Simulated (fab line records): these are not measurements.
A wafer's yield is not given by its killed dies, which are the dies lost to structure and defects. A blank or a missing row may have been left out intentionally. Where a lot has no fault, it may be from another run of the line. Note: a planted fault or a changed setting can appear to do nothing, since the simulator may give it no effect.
Lot-split experiment :: flow n5_finfet :: 7 lots, 21 wafers read, on a route of 1938 steps

== THE SPLIT ==
At N5_BEOL_M3_ILD_DEP_00 (deposits SiOC from DEMS/O2, target thk 79 nm, time 15.3 s), the setting time_s was moved away from the recipe's 15.3 s on 4 of the 21 wafers read, by +13.1% to +14.6%. All remaining wafers had this setting at the recipe value.

No step appears in the file between the split and the reading.

== THE READING ==
M3_ILD_THK at N5_BEOL_M3_THK_MEAS_01, in nm. On this fab line, fault-free wafers typically give 78.7 nm with a standard deviation of 1.1 nm.

wafer: L076.2
tool, chamber at the split: pecvd-04, 0
time_s as run, s: 15.3
against the recipe: recipe
M3_ILD_THK, nm: 78.3
against lot-mates on the recipe: -

wafer: L076.5
tool, chamber at the split: pecvd-04, 1
time_s as run, s: 15.3
against the recipe: recipe
M3_ILD_THK, nm: 79.8
against lot-mates on the recipe: -

wafer: L076.6
tool, chamber at the split: pecvd-04, 0
time_s as run, s: 15.3
against the recipe: recipe
M3_ILD_THK, nm: 80.1
against lot-mates on the recipe: -

wafer: L079.1
tool, chamber at the split: pecvd-04, 0
time_s as run, s: 15.3
against the recipe: recipe
M3_ILD_THK, nm: 77.9
against lot-mates on the recipe: -

wafer: L079.2
tool, chamber at the split: pecvd-04, 2
time_s as run, s: 15.3
against the recipe: recipe
M3_ILD_THK, nm: 77.3
against lot-mates on the recipe: -

wafer: L079.3
tool, chamber at the split: pecvd-04, 1
time_s as run, s: 15.3
against the recipe: recipe
M3_ILD_THK, nm: 77.0
against lot-mates on the recipe: -

wafer: L080.1
tool, chamber at the split: pecvd-03, 0
time_s as run, s: 15.3
against the recipe: recipe
M3_ILD_THK, nm: 77.7
against lot-mates on the recipe: -

wafer: L080.3
tool, chamber at the split: pecvd-03, 1
time_s as run, s: 17.49
against the recipe: +14.3%
M3_ILD_THK, nm: 90.0
against lot-mates on the recipe: +11.4

wafer: L080.6
tool, chamber at the split: pecvd-03, 2
time_s as run, s: 15.3
against the recipe: recipe
M3_ILD_THK, nm: 79.4
against lot-mates on the recipe: -

wafer: L083.4
tool, chamber at the split: pecvd-01, 1
time_s as run, s: 15.3
against the recipe: recipe
M3_ILD_THK, nm: 78.3
against lot-mates on the recipe: -

wafer: L083.5
tool, chamber at the split: pecvd-01, 0
time_s as run, s: 17.3
against the recipe: +13.1%
M3_ILD_THK, nm: 89.8
against lot-mates on the recipe: +11.0

wafer: L083.6
tool, chamber at the split: pecvd-01, 2
time_s as run, s: 15.3
against the recipe: recipe
M3_ILD_THK, nm: 79.2
against lot-mates on the recipe: -

wafer: L086.2
tool, chamber at the split: pecvd-03, 0
time_s as run, s: 17.54
against the recipe: +14.6%
M3_ILD_THK, nm: 89.3
against lot-mates on the recipe: +10.6

wafer: L086.3
tool, chamber at the split: pecvd-03, 1
time_s as run, s: 15.3
against the recipe: recipe
M3_ILD_THK, nm: 78.7
against lot-mates on the recipe: -

wafer: L086.4
tool, chamber at the split: pecvd-03, 2
time_s as run, s: 17.54
against the recipe: +14.6%
M3_ILD_THK, nm: 91.4
against lot-mates on the recipe: +12.7

wafer: L091.1
tool, chamber at the split: pecvd-04, 1
time_s as run, s: 15.3
against the recipe: recipe
M3_ILD_THK, nm: 76.3
against lot-mates on the recipe: -

wafer: L091.2
tool, chamber at the split: pecvd-04, 2
time_s as run, s: 15.3
against the recipe: recipe
M3_ILD_THK, nm: 76.8
against lot-mates on the recipe: -

wafer: L091.3
tool, chamber at the split: pecvd-04, 0
time_s as run, s: 15.3
against the recipe: recipe
M3_ILD_THK, nm: 77.8
against lot-mates on the recipe: -

wafer: L092.3
tool, chamber at the split: pecvd-03, 2
time_s as run, s: 15.3
against the recipe: recipe
M3_ILD_THK, nm: 77.0
against lot-mates on the recipe: -

wafer: L092.4
tool, chamber at the split: pecvd-03, 2
time_s as run, s: 15.3
against the recipe: recipe
M3_ILD_THK, nm: 78.7
against lot-mates on the recipe: -

wafer: L092.5
tool, chamber at the split: pecvd-03, 0
time_s as run, s: 15.3
against the recipe: recipe
M3_ILD_THK, nm: 79.7
against lot-mates on the recipe: -

THE FIT
A straight line over all 21 wafers: M3_ILD_THK changes by +0.838 nm for each +1% of time_s; r = +0.97; the points scatter about the line by 1.1 nm.
The same after taking each lot's own level away (the mean of its wafers on the recipe; 21 wafers): +0.807 nm for each +1%; r = +0.99; scatter 0.78 nm.
According to that fit, moving time_s by its largest amount changes the reading by 12 nm.
The lots' own levels span 76.97 to 79.40 nm, that is 2.2 times the standard deviation above.
So the lot-to-lot level changes the slope little: the two slopes agree.
Check: for one of the wafers moved furthest among these (+14.6%), held out of the fit, the line's prediction against its lot-mates is +12.3 nm. Against them it came out at +10.6 nm.

== OTHER SPLITS APPLIED TO THESE WAFERS ==
These wafers also went through other splits before the reading. Each is held against what the fit with the lots' levels taken away leaves over:
other split on the same wafers: N5_BEOL_M0_CUTY_EXPOSE_54 dose_mj
wafers away from the commonest value: 5
r with M3_ILD_THK (lot level and that fit taken away): +0.03

other split on the same wafers: N5_BEOL_M1_ETCH_77 source_w
wafers away from the commonest value: 8
r with M3_ILD_THK (lot level and that fit taken away): +0.03

other split on the same wafers: N5_BEOL_M1_TRENCH_ETCH_37 time_s
wafers away from the commonest value: 9
r with M3_ILD_THK (lot level and that fit taken away): +0.13

other split on the same wafers: N5_BEOL_M2_DEP_57 time_s
wafers away from the commonest value: 8
r with M3_ILD_THK (lot level and that fit taken away): +0.02

== THE WHOLE CHAIN: every reading that the file lists as answering this split, in the file's order ==
step: N5_BEOL_M3_ILD_DEP_00
what it does: deposits SiOC from DEMS/O2, target thk 79 nm, time 15.3 s
reading: SiOC_of_BEOL_M3_ILD_DEP_00.thk_nm (the simulator's own value, which no gauge read)
change (the file's fit): +0.81 nm for each +1% of the setting
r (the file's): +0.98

step: N5_BEOL_M3_THK_MEAS_01
what it does: 
reading: M3_ILD_THK
change (the file's fit): +0.811 for each +1% of the setting
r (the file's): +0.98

== FILE'S OWN FIT ==
M3_ILD_THK changes by +0.811 nm for each +1% of time_s, r = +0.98.
